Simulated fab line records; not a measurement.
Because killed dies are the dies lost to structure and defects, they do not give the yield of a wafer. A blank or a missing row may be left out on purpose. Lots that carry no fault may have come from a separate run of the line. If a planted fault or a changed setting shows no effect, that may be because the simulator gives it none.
fab line records	flow n5_finfet	part 1 of 2: steps 1 to 16 of 27
record lots=5	wafers=15	last_day=19
route steps=1938 shown BEOL_M9@1436
lots that met no fault: from a run of the same line without faults
start_h: hours from the record's first day to the start of the lot's first wafer shown	wait_h: hours since the lot's step before	" as in the row above	L1.1+2: a row that stands for several wafers	- either no value or no given start	* or withheld: withheld	< > ~ a bound
route shown NAME@n: NAME is a module with steps in the file, n the number in the route of the first one	usual: mean and standard deviation over wafers with no fault	same: alike in all rows	chamber/n: place in a boat	sites: each site's reading	_std_site: how widely they spread, as a standard deviation	_edge_site: the outer-site mean with the inner-site mean subtracted	radius_mm: for every site, how far away it sits from the centre of the wafer	mask NAME#n: copy n	behind: the tool/chamber that last shaped the wafer	hold: why the lot was held/for how many hours/how that ended	device: names the non-switching transistor (n, p or np)	end of line: the tests these same wafers got at the end of their route	a step given without rows: its recipe and nothing more	killed: at the first sort, the dies lost to defects and structure; wafer yield is something else	map: per-die view of a wafer (x killed, . not killed, _ where there is no die)
set.NAME: the run value of the setting; set.NAME@STEP: its run value at that earlier step	model.NAME: the simulator's own value behind a step, which no gauge read
a table for each step, a row for each wafer; lots at some steps of the route
services: when a tool's chamber went out of use (start_h, in hours from the record's first day, below 0 if earlier), for how many hours, and the reason
## steps
# step N5_BEOL_M9_INSPECT_30
# recipe mode=adi	inspect_instrument=brightfield
# usual raw_defect_count=385/80
lot.wafer	tool	chamber	start_h	wait_h	raw_defect_count
L074.2	defect_inspect-01	-	209.01	0.0	386
L074.3	"	-	"	"	624
L074.5	"	-	"	"	470
L079.2	defect_inspect-02	-	231.34	0.0	505
L079.3	"	-	"	"	470
L079.5	"	-	"	"	577
L084.2	defect_inspect-02	-	284.60	0.0	397
L084.4	"	-	"	"	318
L084.6	"	-	"	"	420
L094.1	defect_inspect-01	-	351.17	0.1	589
L094.2	"	-	"	"	539
L094.3	"	-	"	"	452
L096.2	defect_inspect-01	-	389.49	0.0	384
L096.5	"	-	"	"	375
L096.6	"	-	"	"	383
# step N5_BEOL_M9_DESCUM_33
# recipe chemistry=O2	time_s=7	source_power_w=50	bias_power_w=20	pressure_mtorr=20	rf_frequency_hz=2.712e+07	temp_c=40	resist=CAR-EUV	o2_flow_sccm=225
# usual drypump_motor_current_A=5.5/0.4	oes_product_au=0.78/0.081	rf_vpp_V=243.3/1.5	showerhead_plenum_p_Torr=2.10/0.073	temp_c=40.01/0.1	throttle_valve_pct=20.55/0.15
lot.wafer	tool	chamber	start_h	wait_h	drypump_motor_current_A	oes_product_au	rf_hours_counter_h	rf_vpp_V	showerhead_plenum_p_Torr	temp_c	throttle_valve_pct
L074.2	rie_diel-02	1	209.04	0.0	6.0	0.88	52	244.3	2.11	39.85	20.62
L074.3	"	0	"	"	5.5	0.78	114	244.0	2.11	39.99	20.58
L074.5	"	2	"	"	5.7	0.75	-	245.9	2.18	40.05	20.49
L079.2	rie_diel-04	3	231.53	0.2	5.4	0.66	245	241.0	2.05	40.06	20.67
L079.3	"	2	"	"	4.9	0.89	24	244.4	2.13	40.04	20.49
L079.5	"	0	"	"	5.5	0.71	-	243.8	2.19	39.96	20.41
L084.2	rie_diel-05	3	284.63	0.0	5.4	0.71	202	241.4	1.99	40.16	20.40
L084.4	"	1	"	"	6.2	0.78	-	243.5	2.09	39.84	20.49
L084.6	"	3	"	"	5.3	0.71	-	241.0	1.99	40.16	20.39
L094.1	rie_diel-04	0	351.23	0.1	5.4	0.69	246	244.6	2.18	39.94	20.47
L094.2	"	1	"	"	5.0	0.71	192	245.2	2.17	40.05	20.63
L094.3	"	2	"	"	4.9	0.83	62	242.5	2.12	39.89	20.54
L096.2	rie_diel-05	0	389.82	0.3	5.0	0.86	52	244.8	2.13	39.96	20.77
L096.5	"	2	"	"	5.7	0.70	-	242.1	1.99	39.96	20.80
L096.6	"	1	"	"	6.2	0.75	-	244.8	2.08	39.98	20.54
# step N5_BEOL_M9_ETCH_76
# recipe chemistry=N2/H2	target=underlayer	target_depth_a=65	mask_material=CAR-EUV	time_s=5.2	ion_energy_ev=200	pressure_mtorr=30	source_w=840	bias_w=150	n2_flow_sccm=200	h2_flow_sccm=200	ends=cleared
# usual drypump_motor_current_A=5.5/0.4	etch_rf_on_time_s=5.20/0.12	oes_product_au=0.67/0.069	rf_vpp_V=524.2/2.8	showerhead_plenum_p_Torr=2.55/0.091	throttle_valve_pct=18.02/0.2
lot.wafer	tool	chamber	start_h	wait_h	drypump_motor_current_A	etch_rf_on_time_s	oes_product_au	rf_hours_counter_h	rf_vpp_V	showerhead_plenum_p_Torr	throttle_valve_pct
L074.2	rie_diel-02	1	209.08	0.0	6.1	5.17	0.74	52	525.4	2.58	18.15
L074.3	"	0	"	"	5.5	5.37	0.65	114	526.0	2.57	18.05
L074.5	"	2	"	"	5.7	5.13	0.64	-	527.8	2.65	17.92
L079.2	rie_diel-04	3	231.57	0.0	5.4	5.22	0.56	245	521.9	2.52	18.31
L079.3	"	2	"	"	5.0	5.05	0.77	24	526.3	2.59	17.83
L079.5	"	0	"	"	5.5	5.13	0.62	-	525.4	2.63	17.74
L084.2	rie_diel-05	3	284.67	0.0	5.4	5.22	0.63	202	520.7	2.41	17.81
L084.4	"	1	"	"	6.2	5.18	0.65	-	524.9	2.57	18.25
L084.6	"	3	"	"	5.3	5.22	0.62	-	521.2	2.41	17.80
L094.1	rie_diel-04	0	351.27	0.0	5.5	5.11	0.60	246	526.3	2.62	17.78
L094.2	"	1	"	"	5.0	5.50	0.60	192	525.4	2.62	17.93
L094.3	"	2	"	"	5.0	5.10	0.71	62	526.8	2.57	17.92
L096.2	rie_diel-05	0	389.85	0.0	5.0	5.25	0.73	52	526.2	2.61	18.38
L096.5	"	2	"	"	5.7	5.22	0.60	-	518.7	2.40	18.16
L096.6	"	1	"	"	6.2	5.20	0.64	-	524.0	2.56	18.30
# step N5_BEOL_M9_ETCH_65
# recipe chemistry=CF4	target=SiARC	target_depth_a=156	mask_material=CAR-EUV	time_s=26	ion_energy_ev=80	pressure_mtorr=40	source_w=545	bias_w=36	Ar_flow_sccm=100	cf4_flow_sccm=100	ends=cleared
# usual drypump_motor_current_A=5.5/0.4	etch_rf_on_time_s=26.1/0.62	oes_product_au=0.67/0.069	rf_vpp_V=184.2/1.2	showerhead_plenum_p_Torr=2.15/0.073	throttle_valve_pct=15.74/0.1
lot.wafer	tool	chamber	start_h	wait_h	drypump_motor_current_A	etch_rf_on_time_s	oes_product_au	rf_hours_counter_h	rf_vpp_V	showerhead_plenum_p_Torr	throttle_valve_pct
L074.2	rie_diel-02	1	209.10	0.0	6.0	25.4	0.74	52	182.4	2.17	15.82
L074.3	"	0	"	"	5.5	26.2	0.66	114	184.6	2.17	15.76
L074.5	"	2	"	"	5.8	25.8	0.64	-	185.5	2.22	15.63
L079.2	rie_diel-04	3	231.58	0.0	5.3	26.5	0.57	245	183.8	2.10	15.98
L079.3	"	2	"	"	5.0	25.6	0.77	24	185.0	2.19	15.69
L079.5	"	0	"	"	5.5	26.0	0.62	-	183.5	2.22	15.57
L084.2	rie_diel-05	3	284.68	0.0	5.4	26.7	0.61	202	183.3	2.06	15.77
L084.4	"	1	"	"	6.2	26.3	0.67	-	184.1	2.15	15.72
L084.6	"	3	"	"	5.4	26.7	0.62	-	185.2	2.06	15.76
L094.1	rie_diel-04	0	351.28	0.0	5.4	25.9	0.59	246	184.3	2.21	15.63
L094.2	"	1	"	"	5.0	27.6	0.60	192	184.0	2.22	15.81
L094.3	"	2	"	"	5.0	25.4	0.71	62	183.2	2.18	15.75
L096.2	rie_diel-05	0	389.87	0.0	4.9	26.4	0.73	52	183.5	2.17	15.79
L096.5	"	2	"	"	5.7	26.3	0.60	-	181.7	2.02	15.89
L096.6	"	1	"	"	6.2	26.4	0.64	-	183.6	2.14	15.79
# step N5_BEOL_M9_ETCH_66
# recipe chemistry=N2/H2	target=SOC	target_depth_a=800	overetch_a=160	mask_material=SiARC	temp_c=40	time_s=120	ion_energy_ev=200	pressure_mtorr=30	source_w=840	bias_w=150	n2_flow_sccm=200	h2_flow_sccm=200
# usual drypump_motor_current_A=5.5/0.4	oes_product_au=0.60/0.058	rf_vpp_V=524.0/2.5	showerhead_plenum_p_Torr=2.55/0.091	temp_c=39.99/0.11	throttle_valve_pct=17.98/0.2
lot.wafer	tool	chamber	start_h	wait_h	drypump_motor_current_A	oes_product_au	rf_hours_counter_h	rf_vpp_V	showerhead_plenum_p_Torr	temp_c	throttle_valve_pct
L074.2	rie_diel-02	1	209.12	0.0	6.1	0.66	52	524.9	2.58	40.03	18.12
L074.3	"	0	"	"	5.6	0.59	114	524.5	2.57	39.97	18.04
L074.5	"	2	"	"	5.7	0.57	-	527.3	2.65	39.96	17.86
L079.2	rie_diel-04	3	231.61	0.0	5.3	0.51	245	523.6	2.52	39.97	18.25
L079.3	"	2	"	"	5.0	0.67	24	525.8	2.59	40.07	17.81
L079.5	"	0	"	"	5.5	0.56	-	525.5	2.63	39.75	17.71
L084.2	rie_diel-05	3	284.71	0.0	5.3	0.56	203	521.3	2.41	39.94	17.76
L084.4	"	1	"	"	6.2	0.59	-	525.4	2.57	39.86	18.22
L084.6	"	3	"	"	5.3	0.55	-	519.8	2.41	40.03	17.75
L094.1	rie_diel-04	0	351.31	0.0	5.4	0.54	246	526.7	2.62	39.94	17.77
L094.2	"	1	"	"	5.0	0.56	192	526.9	2.62	39.86	17.91
L094.3	"	2	"	"	5.0	0.64	62	524.0	2.57	39.97	17.88
L096.2	rie_diel-05	0	389.90	0.0	5.0	0.64	52	526.1	2.61	40.05	18.35
L096.5	"	2	"	"	5.7	0.53	-	520.0	2.40	40.30	18.12
L096.6	"	1	"	"	6.2	0.57	-	523.3	2.56	40.24	18.25
# step N5_BEOL_M9_STRIP_69
# recipe chemistry=N2/H2	temp_c=40	n2_flow_sccm=200	h2_flow_sccm=200	rf_frequency_hz=6e+07
lot.wafer	tool	chamber	start_h	wait_h
L074.2+3+5	rie_diel-02	1,0,2	209.20	0.0
L079.2+3+5	rie_diel-04	3,2,0	231.69	0.0
L084.2+4+6	rie_diel-05	3,1,3	284.79	0.0
L094.1+2+3	rie_diel-04	0,1,2	351.39	0.0
L096.2+5+6	rie_diel-05	0,2,1	389.98	0.0
# step N5_BEOL_M9_STRIP_77
# recipe chemistry=N2/H2	temp_c=40	n2_flow_sccm=200	h2_flow_sccm=200	rf_frequency_hz=6e+07
lot.wafer	tool	chamber	start_h	wait_h
L074.2+3+5	rie_diel-02	1,0,2	209.21	0.0
L079.2+3+5	rie_diel-04	3,2,0	231.70	0.0
L084.2+4+6	rie_diel-05	3,1,3	284.80	0.0
L094.1+2+3	rie_diel-04	0,1,2	351.40	0.0
L096.2+5+6	rie_diel-05	0,2,1	389.99	0.0
# step N5_BEOL_M9_VIA_ETCH_34
# recipe chemistry=C4F6/O2	target=SiCOH_lowk	target_depth_a=1824	mask_material=SOC	taper_deg=4	time_s=68.4	ion_energy_ev=250	pressure_mtorr=30	source_w=345	bias_w=185	Ar_flow_sccm=300	C4F6_flow_sccm=10	O2_flow_sccm=10
# usual drypump_motor_current_A=5.5/0.4	oes_product_au=0.78/0.081	rf_vpp_V=670/17	showerhead_plenum_p_Torr=2.86/0.099	throttle_valve_pct=21.05/0.13
lot.wafer	tool	chamber	start_h	wait_h	drypump_motor_current_A	oes_product_au	rf_hours_counter_h	rf_vpp_V	showerhead_plenum_p_Torr	throttle_valve_pct
L074.2	rie_diel-02	1	209.22	0.0	6.0	0.87	52	666	2.90	21.33
L074.3	"	0	"	"	5.6	0.78	114	660	2.89	21.12
L074.5	"	2	"	"	5.7	0.75	-	697	2.96	20.96
L079.2	rie_diel-04	3	231.71	0.0	5.4	0.67	245	677	2.79	21.16
L079.3	"	2	"	"	5.0	0.90	24	682	2.92	21.11
L079.5	"	0	"	"	5.5	0.73	-	688	2.95	20.78
L084.2	rie_diel-05	3	284.81	0.0	5.4	0.71	203	668	2.74	21.06
L084.4	"	1	"	"	6.2	0.78	-	671	2.85	21.00
L084.6	"	3	"	"	5.3	0.72	-	669	2.74	21.07
L094.1	rie_diel-04	0	351.41	0.0	5.5	0.70	246	689	2.93	20.82
L094.2	"	1	"	"	5.0	0.70	192	679	2.94	21.02
L094.3	"	2	"	"	5.0	0.84	62	685	2.90	21.17
L096.2	rie_diel-05	0	390.00	0.0	5.0	0.85	52	680	2.90	21.27
L096.5	"	2	"	"	5.6	0.69	-	634	2.68	21.07
L096.6	"	1	"	"	6.2	0.75	-	670	2.84	21.05
# step N5_BEOL_M9_STRIP_73
# recipe chemistry=C4F6/O2	resist=SiARC	rf_frequency_hz=6e+07
lot.wafer	tool	chamber	start_h	wait_h
L074.2+3+5	rie_diel-02	1,0,2	209.28	0.0
L079.2+3+5	rie_diel-04	3,2,0	231.76	0.0
L084.2+4+6	rie_diel-05	3,1,3	284.86	0.0
L094.1+2+3	rie_diel-04	0,1,2	351.47	0.0
L096.2+5+6	rie_diel-05	0,2,1	390.05	0.0
# step N5_BEOL_M9_STRIP_36
# recipe chemistry=N2/H2	power_w=450	temp_c=40	pressure_mtorr=20	rf_frequency_hz=6e+07	overash_fraction=0.3	bias_power_w=7	h2_frac=0.5	n2_flow_sccm=200	h2_flow_sccm=200
# usual drypump_motor_current_A=5.5/0.4	oes_product_au=0.78/0.081	rf_vpp_V=59.1/1.4	showerhead_plenum_p_Torr=2.55/0.091	temp_c=40.00/0.12	throttle_valve_pct=23.9/0.35
lot.wafer	tool	chamber	start_h	wait_h	drypump_motor_current_A	oes_product_au	rf_hours_counter_h	rf_vpp_V	showerhead_plenum_p_Torr	temp_c	throttle_valve_pct
L074.2	rie_diel-02	1	209.29	0.0	6.0	0.87	52	59.1	2.58	40.01	24.0
L074.3	"	0	"	"	5.6	0.79	114	57.5	2.57	40.07	23.9
L074.5	"	2	"	"	5.7	0.74	-	57.6	2.65	39.87	23.7
L079.2	rie_diel-04	3	231.77	0.0	5.4	0.67	245	58.4	2.51	39.75	24.0
L079.3	"	2	"	"	5.0	0.88	25	57.8	2.59	40.16	23.6
L079.5	"	0	"	"	5.5	0.72	-	63.3	2.63	40.07	23.4
L084.2	rie_diel-05	3	284.87	0.0	5.3	0.70	203	59.0	2.40	40.26	23.4
L084.4	"	1	"	"	6.2	0.76	-	60.0	2.57	39.81	24.3
L084.6	"	3	"	"	5.4	0.71	-	59.1	2.40	40.10	23.4
L094.1	rie_diel-04	0	351.48	0.0	5.5	0.69	246	58.9	2.61	39.97	23.5
L094.2	"	1	"	"	5.0	0.71	192	61.1	2.62	40.17	23.8
L094.3	"	2	"	"	5.0	0.82	62	59.2	2.57	40.24	23.6
L096.2	rie_diel-05	0	390.06	0.0	5.0	0.87	52	57.8	2.60	40.12	24.6
L096.5	"	2	"	"	5.7	0.69	-	58.1	2.40	39.94	23.8
L096.6	"	1	"	"	6.2	0.73	-	61.0	2.55	39.96	24.4
# step N5_BEOL_M9_TRENCH_ETCH_37
# recipe chemistry=C4F6/O2	target_depth_a=1514.3	target=SiCOH_lowk	time_s=49	ion_energy_ev=250	pressure_mtorr=30	source_w=345	bias_w=185	Ar_flow_sccm=300	C4F6_flow_sccm=10	O2_flow_sccm=10
# usual drypump_motor_current_A=5.5/0.4	oes_product_au=0.78/0.081	rf_vpp_V=671/17	showerhead_plenum_p_Torr=2.86/0.099	throttle_valve_pct=21.08/0.13
lot.wafer	tool	chamber	start_h	wait_h	drypump_motor_current_A	oes_product_au	rf_hours_counter_h	rf_vpp_V	showerhead_plenum_p_Torr	throttle_valve_pct
L074.2	rie_diel-02	1	-	-	6.1	0.87	52	666	2.90	21.34
L074.3	"	0	"	"	5.6	0.77	114	659	2.89	21.15
L074.5	"	2	"	"	5.7	0.75	-	693	2.96	20.97
L079.2	rie_diel-04	3	-	-	5.4	0.66	245	677	2.79	21.18
L079.3	"	2	"	"	4.9	0.90	25	684	2.92	21.12
L079.5	"	0	"	"	5.4	0.73	-	688	2.95	20.82
L084.2	rie_diel-05	3	-	-	5.4	0.72	203	668	2.74	21.10
L084.4	"	1	"	"	6.2	0.78	-	671	2.85	21.02
L084.6	"	3	"	"	5.4	0.72	-	669	2.74	21.10
L094.1	rie_diel-04	0	-	-	5.5	0.70	246	687	2.93	20.87
L094.2	"	1	"	"	5.0	0.70	192	679	2.94	21.08
L094.3	"	2	"	"	5.0	0.83	62	682	2.90	21.18
L096.2	rie_diel-05	0	-	-	5.0	0.85	52	682	2.90	21.30
L096.5	"	2	"	"	5.7	0.69	-	633	2.68	21.11
L096.6	"	1	"	"	6.2	0.74	-	671	2.84	21.07
# step N5_BEOL_M9_ETCH_41
# recipe chemistry=CH3F/O2	target=SiCN	target_depth_a=366	taper_deg=2	time_s=70.1	ion_energy_ev=120	mask_material=TiN	pressure_mtorr=30	source_w=395	bias_w=75	Ar_flow_sccm=150	CH3F_flow_sccm=30	O2_flow_sccm=20
# usual drypump_motor_current_A=5.5/0.4	oes_product_au=0.78/0.081	rf_vpp_V=297.5/1.6	showerhead_plenum_p_Torr=2.01/0.072	throttle_valve_pct=16.45/0.11
lot.wafer	tool	chamber	start_h	wait_h	drypump_motor_current_A	oes_product_au	rf_hours_counter_h	rf_vpp_V	showerhead_plenum_p_Torr	throttle_valve_pct
L074.2	rie_diel-02	1	-	-	6.0	0.87	52	298.6	2.04	16.61
L074.3	"	0	"	"	5.6	0.78	114	297.2	2.03	16.47
L074.5	"	2	"	"	5.7	0.76	-	298.4	2.08	16.37
L079.2	rie_diel-04	3	-	-	5.4	0.67	245	296.1	1.96	16.65
L079.3	"	2	"	"	4.9	0.90	25	298.2	2.05	16.43
L079.5	"	0	"	"	5.4	0.73	-	299.9	2.07	16.25
L084.2	rie_diel-05	3	-	-	5.4	0.72	203	294.7	1.92	16.48
L084.4	"	1	"	"	6.2	0.77	-	297.2	2.01	16.41
L084.6	"	3	"	"	5.4	0.73	-	295.0	1.92	16.47
L094.1	rie_diel-04	0	-	-	5.5	0.70	246	298.5	2.06	16.30
L094.2	"	1	"	"	5.0	0.70	192	298.8	2.07	16.49
L094.3	"	2	"	"	5.0	0.84	62	300.4	2.04	16.51
L096.2	rie_diel-05	0	-	-	4.9	0.86	52	298.5	2.04	16.58
L096.5	"	2	"	"	5.7	0.69	-	295.2	1.88	16.58
L096.6	"	1	"	"	6.2	0.74	-	298.1	2.00	16.46
# step N5_BEOL_M9_STRIP_80
# recipe chemistry=N2/H2	time_s=10	power_w=450	temp_c=40	pressure_mtorr=20	rf_frequency_hz=6e+07	bias_power_w=7	n2_flow_sccm=200	h2_flow_sccm=200
# usual drypump_motor_current_A=5.5/0.4	oes_product_au=0.78/0.081	rf_vpp_V=59.2/0.84	showerhead_plenum_p_Torr=2.55/0.091	temp_c=40.00/0.1	throttle_valve_pct=23.9/0.35
lot.wafer	tool	chamber	start_h	wait_h	drypump_motor_current_A	oes_product_au	rf_hours_counter_h	rf_vpp_V	showerhead_plenum_p_Torr	temp_c	throttle_valve_pct
L074.2	rie_diel-02	1	-	-	6.1	0.87	52	59.4	2.58	40.04	24.0
L074.3	"	0	"	"	5.5	0.78	114	58.7	2.57	40.10	24.0
L074.5	"	2	"	"	5.7	0.75	-	58.5	2.65	39.94	23.7
L079.2	rie_diel-04	3	-	-	5.4	0.66	245	59.1	2.51	40.12	24.0
L079.3	"	2	"	"	5.0	0.89	25	58.2	2.59	39.93	23.6
L079.5	"	0	"	"	5.5	0.72	-	59.5	2.63	40.07	23.4
L084.2	rie_diel-05	3	-	-	5.3	0.72	203	59.0	2.40	39.74	23.4
L084.4	"	1	"	"	6.2	0.78	-	58.4	2.57	39.94	24.3
L084.6	"	3	"	"	5.4	0.72	-	58.9	2.40	39.89	23.4
L094.1	rie_diel-04	0	-	-	5.5	0.69	246	60.2	2.61	39.82	23.5
L094.2	"	1	"	"	5.0	0.71	192	59.3	2.61	40.06	23.8
L094.3	"	2	"	"	5.0	0.82	62	58.4	2.57	39.96	23.6
L096.2	rie_diel-05	0	-	-	5.0	0.86	52	58.5	2.60	39.90	24.5
L096.5	"	2	"	"	5.7	0.70	-	57.0	2.40	39.91	23.9
L096.6	"	1	"	"	6.2	0.75	-	59.0	2.55	40.04	24.4
# step N5_BEOL_M9_OCD_MEAS_38
# usual trench_depth_nm=151/3.1
lot.wafer	tool	chamber	start_h	wait_h	trench_depth_nm
L074.2	ocd-01	-	209.50	-	154
L074.3	"	-	"	"	151
L074.5	"	-	"	"	154
L079.2	ocd-01	-	232.00	-	149
L079.3	"	-	"	"	154
L079.5	"	-	"	"	150
L084.2	ocd-02	-	285.09	-	149
L084.4	"	-	"	"	151
L084.6	"	-	"	"	150
L094.1	ocd-02	-	351.69	-	152
L094.2	"	-	"	"	145
L094.3	"	-	"	"	152
L096.2	ocd-02	-	390.27	-	152
L096.5	"	-	"	"	148
L096.6	"	-	"	"	150
# step N5_BEOL_M9_HM_STRIP_39
# recipe chemistry=peroxide_tin_strip	material=TiN	target_depth_a=250	temp_c=50	time_s=158
# usual temp_c=50.00/0.11
lot.wafer	tool	chamber	start_h	wait_h	temp_c
L074.2	wet_bench-05	4	209.53	0.0	50.05
L074.3	"	3	"	"	49.83
L074.5	"	6	"	"	49.91
L079.2	wet_bench-05	6	232.03	0.0	50.17
L079.3	"	4	"	"	49.99
L079.5	"	3	"	"	49.93
L084.2	wet_bench-02	0	285.12	0.0	49.94
L084.4	"	2	"	"	50.00
L084.6	"	1	"	"	49.91
L094.1	wet_bench-02	1	351.72	0.0	49.81
L094.2	"	0	"	"	50.13
L094.3	"	7	"	"	49.90
L096.2	wet_bench-02	5	390.31	0.0	49.96
L096.5	"	1	"	"	49.94
L096.6	"	6	"	"	50.00
# step N5_BEOL_M9_SRD_40
# recipe time_s=30	temp_c=23	rinse_liquid=diw	dry=ipa_marangoni
# usual temp_c=23.00/0.092
lot.wafer	tool	chamber	start_h	wait_h	temp_c
L074.2	wet_bench-05	4	209.58	0.0	22.92
L074.3	"	3	"	"	22.89
L074.5	"	6	"	"	23.02
L079.2	wet_bench-05	6	232.07	0.0	22.87
L079.3	"	4	"	"	23.01
L079.5	"	3	"	"	22.95
L084.2	wet_bench-02	0	285.17	0.0	22.87
L084.4	"	2	"	"	22.71
L084.6	"	1	"	"	22.95
L094.1	wet_bench-02	1	351.77	0.0	22.96
L094.2	"	0	"	"	22.82
L094.3	"	7	"	"	22.85
L096.2	wet_bench-02	5	390.35	0.0	23.01
L096.5	"	1	"	"	23.01
L096.6	"	6	"	"	23.02
